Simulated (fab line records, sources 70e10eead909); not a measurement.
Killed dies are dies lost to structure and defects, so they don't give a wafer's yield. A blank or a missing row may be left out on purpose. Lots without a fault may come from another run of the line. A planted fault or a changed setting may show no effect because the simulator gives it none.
fab line records | flow nand_harc
record lots=11 wafers=33 last_day=24
route steps=1159 shown P_CONTACT@233 P_M0@261
lots that met no fault: from a run of the same line without faults
start_h: hours from the record's first day to the start of the lot's first wafer shown | wait_h: hours since the lot's step before | " the same as in the row above | L1.1+2: a row that stands for several wafers | - no value, or no start given | * or withheld: withheld | < > ~ a bound
route shown NAME@n: a module of which the file shows steps, and the number in the route of the first | usual: mean/standard deviation of fault-free wafers | same: alike in all rows | chamber/n: place in a boat | sites: the reading at each site | _std_site: their standard deviation | _edge_site: outer sites' mean less inner sites' | radius_mm: how far each site lies from the wafer's centre | mask NAME#n: copy n | behind: the tool/chamber that last shaped the wafer | hold: why the lot was held/for how many hours/how that ended | device: the transistor (n, p or np) that didn't switch | end of line: the same wafers' tests at the end of the route | a step without rows: its recipe alone | killed: dies lost to structure and defects at the first sort, not the wafer's yield | map: a wafer's dies, x killed, . not, _ none there
set.NAME: the setting as run; set.NAME@STEP: as run at that earlier step | model.NAME: the simulator's own value behind a step, which no gauge read
steps of the route over a sample of lots; a table a step, a row a wafer
services: from which hour (start_h, from the record's first day; less than 0 if before it) a tool's chamber was out of use, for how many hours, and why
## steps
# step NHARC_P_CONTACT_OVL_MEAS_13
# usual overlay_x_nm=0.1/0.68 overlay_y_nm=0.1/0.85
# columns lot.wafer tool chamber start_h wait_h overlay_x_nm overlay_y_nm
L595.1 overlay-01 - 111.80 - 1.1 -0.1
L595.2 " - " " 0.9 -0.2
L595.3 " - " " 0.6 -0.2
L597.1 overlay-02 - 127.48 - 0.7 0.0
L597.2 " - " " 0.5 -0.3
L597.6 " - " " 0.3 0.3
L599.2 overlay-01 - 133.96 - -0.6 -1.7
L599.3 " - " " -1.0 -1.1
L599.6 " - " " -1.0 -1.7
L598.3 overlay-02 - 135.63 - -0.4 1.0
L598.4 " - " " -0.6 1.4
L598.6 " - " " -0.4 1.1
L601.3 overlay-02 - 149.07 - 0.1 0.3
L601.4 " - " " 0.3 0.4
L601.6 " - " " 0.4 0.2
L604.1 overlay-01 - 174.57 - 0.8 -0.2
L604.5 " - " " 0.6 0.2
L604.6 " - " " 0.0 0.0
L610.1 overlay-01 - 212.02 - 0.0 0.4
L610.3 " - " " 0.2 -0.2
L610.5 " - " " -0.1 -0.5
L614.1 overlay-02 - 223.83 - 0.2 -0.7
L614.3 " - " " 0.3 -0.7
L614.6 " - " " 0.0 -0.4
L613.1 overlay-01 - 224.46 - -0.3 0.5
L613.3 " - " " 0.2 -0.2
L613.4 " - " " 0.0 -0.5
L615.3 overlay-02 - 236.87 - -0.6 -0.7
L615.5 " - " " -1.1 -0.6
L615.6 " - " " -0.9 -0.4
L616.1 overlay-01 - 242.24 - 1.0 1.9
L616.2 " - " " 1.2 2.0
L616.3 " - " " 0.7 1.3
# step NHARC_P_CONTACT_ETCH_31
# recipe target_depth_a=300 time_s=85.7 ion_energy_ev=120 over_etch_frac=1 ch3f_flow_sccm=50 o2_flow_sccm=30 ar_flow_sccm=200 rf_w=500 bias_w=100 chemistry=CH3F/O2
# usual bias_w=100.0/0.31 drypump_motor_current_A=5.8/0.43 oes_product_au=0.977/0.012 rf_vpp_V=244.3/1.7 showerhead_plenum_p_Torr=2.45/0.1 throttle_valve_pct=20.664/0.0093
# columns lot.wafer tool chamber start_h wait_h bias_w drypump_motor_current_A oes_product_au rf_hours_counter_h rf_vpp_V showerhead_plenum_p_Torr throttle_valve_pct
L595.3 rie_diel-07 3 - - 100.2 5.7 0.969 4 245.5 2.51 20.655
L595.2 " 1 " " 99.9 5.6 0.963 6 242.8 2.33 20.656
L595.1 " 2 " " 100.1 6.5 0.941 6 243.9 2.42 20.653
L597.2 rie_diel-07 2 - - 99.8 6.4 0.978 8 243.7 2.42 20.678
L597.1 " 0 " " 99.8 6.0 0.962 7 247.7 2.58 20.652
L597.6 " 1 " " 99.9 5.6 0.986 - 242.3 2.33 20.665
L599.3 rie_diel-07 0 - - 100.2 6.0 0.963 8 245.5 2.58 20.663
L599.2 " 1 " " 100.0 5.6 0.948 9 243.6 2.33 20.662
L599.6 " 3 " " 100.1 5.7 0.960 - 246.2 2.51 20.658
L598.4 rie_diel-07 1 - - 99.9 5.6 0.983 9 242.3 2.33 20.665
L598.3 " 3 " " 99.6 5.7 0.957 7 244.5 2.51 20.657
L598.6 " 1 " " 99.8 5.6 0.989 - 242.4 2.33 20.662
L601.4 rie_diel-11 0 - - 99.9 5.8 0.975 12 243.8 2.53 20.680
L601.3 " 1 " " 99.9 6.4 0.985 12 245.5 2.53 20.669
L601.6 " 3 " " 99.3 5.0 0.971 - 240.6 2.30 20.650
L604.1 rie_diel-07 3 - - 99.9 5.7 0.985 10 244.3 2.51 20.657
L604.5 " 0 " " 100.2 6.0 0.966 - 246.0 2.58 20.671
L604.6 " 1 " " 100.1 5.6 0.985 - 243.3 2.33 20.659
L610.3 rie_diel-02 3 - - 100.4 6.0 0.988 22 242.5 2.33 20.668
L610.1 " 0 " " 99.9 5.9 0.965 21 243.0 2.33 20.656
L610.5 " 3 " " 99.6 6.0 0.987 - 242.9 2.33 20.659
L614.1 rie_diel-11 3 - - 99.8 5.0 0.986 3 241.0 2.29 20.670
L614.3 " 1 " " 99.9 6.4 0.974 3 244.7 2.53 20.657
L614.6 " 2 " " 100.1 5.2 0.981 - 244.4 2.41 20.650
L613.1 rie_diel-11 0 - - 99.7 5.8 0.990 3 244.2 2.53 20.669
L613.3 " 2 " " 99.9 5.3 0.979 3 243.8 2.41 20.675
L613.4 " 3 " " 100.0 5.0 0.986 3 241.7 2.29 20.650
L615.3 rie_diel-11 3 - - 99.6 5.0 0.991 5 241.5 2.29 20.674
L615.5 " 2 " " 100.2 5.3 0.990 - 243.1 2.41 20.656
L615.6 " 3 " " 99.7 5.0 0.997 - 241.5 2.29 20.654
L616.3 rie_diel-11 1 - - 99.9 6.4 0.981 6 246.9 2.53 20.663
L616.1 " 2 " " 100.4 5.3 0.988 5 243.4 2.41 20.665
L616.2 " 0 " " 99.5 5.8 0.986 6 245.9 2.53 20.657
# step NHARC_P_M0_PEB_07
# recipe peb_temp_c=100 peb_time_s=65
# usual heater_power_total_W=156.5/0.43 plate_temp_C=100.01/0.11
# columns lot.wafer tool chamber start_h wait_h heater_power_total_W plate_temp_C
L595.1 litho_track-01 0 115.82 0.1 156.0 99.92
L595.2 " 0 " " 156.4 100.12
L595.3 " 0 " " 157.1 100.16
L597.1 litho_track-06 0 136.81 0.1 156.0 100.17
L597.2 " 0 " " 157.1 100.09
L597.6 " 0 " " 156.1 100.09
L599.2 litho_track-01 0 138.48 0.1 156.1 99.99
L599.3 " 0 " " 156.5 99.95
L599.6 " 0 " " 156.4 99.74
L598.3 litho_track-01 0 145.26 0.0 156.8 99.80
L598.4 " 0 " " 156.4 100.13
L598.6 " 0 " " 157.0 100.01
L601.3 litho_track-01 0 158.48 0.0 160.7 101.68
L601.4 " 0 " " 160.3 101.82
L601.6 " 0 " " 160.0 101.71
L604.1 litho_track-01 0 181.31 0.1 159.9 101.83
L604.5 " 0 " " 160.3 101.71
L604.6 " 0 " " 160.6 101.85
L610.1 litho_track-06 0 218.53 0.1 157.1 99.93
L610.3 " 0 " " 156.1 99.99
L610.5 " 0 " " 156.3 100.08
L614.1 litho_track-04 0 228.03 0.1 156.9 100.05
L614.3 " 0 " " 156.7 99.89
L614.6 " 0 " " 157.1 100.08
L613.1 litho_track-04 0 228.40 0.1 156.0 100.20
L613.3 " 0 " " 157.2 100.15
L613.4 " 0 " " 156.0 99.96
L615.3 litho_track-04 0 245.89 0.0 156.1 99.87
L615.5 " 0 " " 156.0 100.09
L615.6 " 0 " " 156.1 100.01
L616.1 litho_track-01 0 246.37 0.1 157.1 99.93
L616.2 " 0 " " 156.8 99.98
L616.3 " 0 " " 156.5 100.04
# step NHARC_P_M0_CD_MEAS_09
# recipe target_cd_nm=90 landing_energy_ev=500
# usual cd_nm=89.6/1.1
# columns lot.wafer tool chamber start_h wait_h cd_nm
L595.1 cd_sem-01 0 115.90 - 88.6
L595.2 " 0 " " 88.6
L595.3 " 0 " " 87.7
L597.1 cd_sem-02 0 136.89 - 90.7
L597.2 " 0 " " 89.0
L597.6 " 0 " " 89.6
L599.2 cd_sem-01 0 138.56 - 88.4
L599.3 " 0 " " 87.9
L599.6 " 0 " " 88.7
L598.3 cd_sem-03 0 145.34 - 88.9
L598.4 " 0 " " 89.2
L598.6 " 0 " " 88.2
L601.3 cd_sem-02 0 158.56 - 95.2
L601.4 " 0 " " 94.6
L601.6 " 0 " " 94.8
L604.1 cd_sem-03 0 181.39 - 94.7
L604.5 " 0 " " 94.3
L604.6 " 0 " " 94.4
L610.1 cd_sem-02 0 218.61 - 90.6
L610.3 " 0 " " 91.2
L610.5 " 0 " " 90.8
L614.1 cd_sem-03 0 228.12 - 90.5
L614.3 " 0 " " 91.3
L614.6 " 0 " " 91.1
L613.1 cd_sem-02 0 228.48 - 89.5
L613.3 " 0 " " 90.8
L613.4 " 0 " " 91.0
L615.3 cd_sem-03 0 245.97 - 90.5
L615.5 " 0 " " 90.6
L615.6 " 0 " " 90.5
L616.1 cd_sem-01 0 246.46 - 89.2
L616.2 " 0 " " 88.9
L616.3 " 0 " " 88.7
# step NHARC_P_M0_STRIP_18
# recipe power_w=1000 n2_flow_sccm=150 h2_flow_sccm=150 ar_flow_sccm=0 bias_w=0 chemistry=N2/H2
# usual drypump_motor_current_A=5.9/0.48 h2_flow_sccm=150.0/0.45 oes_product_au=1.003/0.01 rf_vpp_V=91.0/0.93 showerhead_plenum_p_Torr=2.08/0.073 throttle_valve_pct=14.171/0.0089
# same bias_w=0
# columns lot.wafer tool chamber start_h wait_h drypump_motor_current_A h2_flow_sccm oes_product_au rf_hours_counter_h rf_vpp_V showerhead_plenum_p_Torr throttle_valve_pct
L595.2 rie_diel-10 1 116.46 0.1 5.6 149.4 1.016 9 90.3 2.12 14.169
L595.1 " 2 " " 6.1 150.2 0.998 9 90.3 2.05 14.160
L595.3 " 0 " " 5.7 150.1 1.023 8 89.0 2.10 14.176
L597.2 rie_diel-05 1 137.45 0.1 5.6 150.0 1.010 10 90.6 2.11 14.180
L597.1 " 2 " " 6.2 150.5 1.014 10 91.0 2.15 14.178
L597.6 " 2 " " 6.2 150.3 1.008 - 92.2 2.15 14.160
L599.3 rie_diel-10 2 139.17 0.1 6.1 150.4 0.988 10 91.1 2.05 14.162
L599.2 " 3 " " 6.5 150.2 1.012 9 91.3 2.19 14.153
L599.6 " 2 " " 6.1 150.5 0.992 - 92.4 2.05 14.179
L598.4 rie_diel-04 0 145.92 0.1 6.0 150.3 1.004 2 90.7 2.06 14.169
L598.3 " 1 " " 6.0 149.1 1.011 2 90.0 2.01 14.169
L598.6 " 3 " " 6.4 149.9 0.989 - 92.6 2.06 14.171
L601.4 rie_diel-05 2 159.14 0.1 6.2 149.6 1.000 11 91.4 2.15 14.175
L601.3 " 3 " " 5.0 149.8 1.001 11 89.9 1.93 14.174
L601.6 " 1 " " 5.6 150.1 1.006 - 89.7 2.11 14.165
L604.1 rie_diel-04 0 181.95 0.1 6.0 150.5 1.011 4 91.4 2.06 14.176
L604.6 " 0 " " 6.1 150.5 1.020 - 90.4 2.06 14.163
L604.5 " 1 " " 6.0 150.1 1.006 - 90.6 2.01 14.178
L610.3 rie_diel-05 2 219.20 0.1 6.2 150.4 0.999 3 89.5 2.15 14.175
L610.1 " 0 " " 6.4 149.9 1.001 3 91.9 2.10 14.164
L610.5 " 2 " " 6.2 150.6 1.007 - 93.0 2.15 14.155
L614.3 rie_diel-05 2 228.68 0.1 6.2 150.4 0.991 3 91.4 2.15 14.168
L614.1 " 3 " " 5.0 149.8 1.001 3 90.6 1.93 14.175
L614.6 " 3 " " 5.0 149.6 1.013 - 90.1 1.93 14.175
L613.1 rie_diel-05 2 229.04 0.1 6.2 149.9 0.991 3 90.9 2.15 14.168
L613.4 " 0 " " 6.4 149.6 0.996 3 91.1 2.10 14.157
L613.3 " 1 " " 5.6 150.0 0.983 3 90.7 2.11 14.184
L615.3 rie_diel-10 1 246.63 0.2 5.6 149.2 1.003 5 92.0 2.11 14.157
L615.6 " 2 " " 6.1 150.1 1.000 - 89.5 2.05 14.166
L615.5 " 3 " " 6.6 150.3 1.027 - 91.3 2.19 14.172
L616.2 rie_diel-05 3 247.07 0.1 5.0 149.5 0.997 6 90.5 1.93 14.191
L616.3 " 0 " " 6.4 150.4 0.992 5 91.2 2.10 14.167
L616.1 " 2 " " 6.1 149.4 0.994 6 91.5 2.15 14.178
## services
# columns tool chamber start_h hours kind
rie_diel-11 2 89.38 5.7 repair
rie_diel-07 3 91.29 16.7 repair
litho_track-01 - 93.01 7.0 pm
rie_diel-05 0 93.60 - clean
rie_diel-05 1 93.60 - clean
rie_diel-05 2 93.60 - clean
rie_diel-05 3 93.60 - clean
rie_diel-04 2 99.60 20.7 repair
rie_diel-04 3 103.17 32.4 repair
rie_diel-04 - 110.81 0.3 repair
rie_diel-04 - 112.14 9.0 pm
litho_track-06 - 117.00 7.0 pm
rie_diel-05 0 118.10 - clean
rie_diel-05 1 118.10 - clean
litho_track-04 - 141.00 7.0 pm
rie_diel-02 - 150.70 9.0 pm
rie_diel-04 3 162.47 14.1 repair
rie_diel-05 - 163.60 9.0 pm
rie_diel-10 - 176.71 9.0 pm
rie_diel-11 - 189.53 9.0 pm
rie_diel-02 2 212.03 3.8 repair
rie_diel-02 - 222.35 0.2 repair
rie_diel-07 - 228.20 9.0 pm
rie_diel-04 2 242.42 7.1 repair
## key
first_sign step=NHARC_P_M0_PEB_07 reading=plate_temp_C direction=up sigmas=17 usual=* struck=*
effect step=NHARC_P_M0_PEB_07 reading=heater_power_total_W direction=up sigmas=8.9 usual=* struck=*
effect step=NHARC_P_M0_CD_MEAS_09 reading=cd_nm direction=up sigmas=4.7 usual=89.6 struck=94.7
met_at NHARC_P_M0_PEB_07
struck_lots L601,L604
not_acting_at NHARC_P_CONTACT_OVL_MEAS_13,NHARC_P_CONTACT_ETCH_31,NHARC_P_M0_STRIP_18
onset_between 145.26 158.48
fault kind=process_parameter_drift tool=litho_track-01 chamber=- onset_h=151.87 steps=NHARC_P_M0_PEB_07 channel=peb_temp_c offset=* shape=step end_h=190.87 acts_in=* stated=*
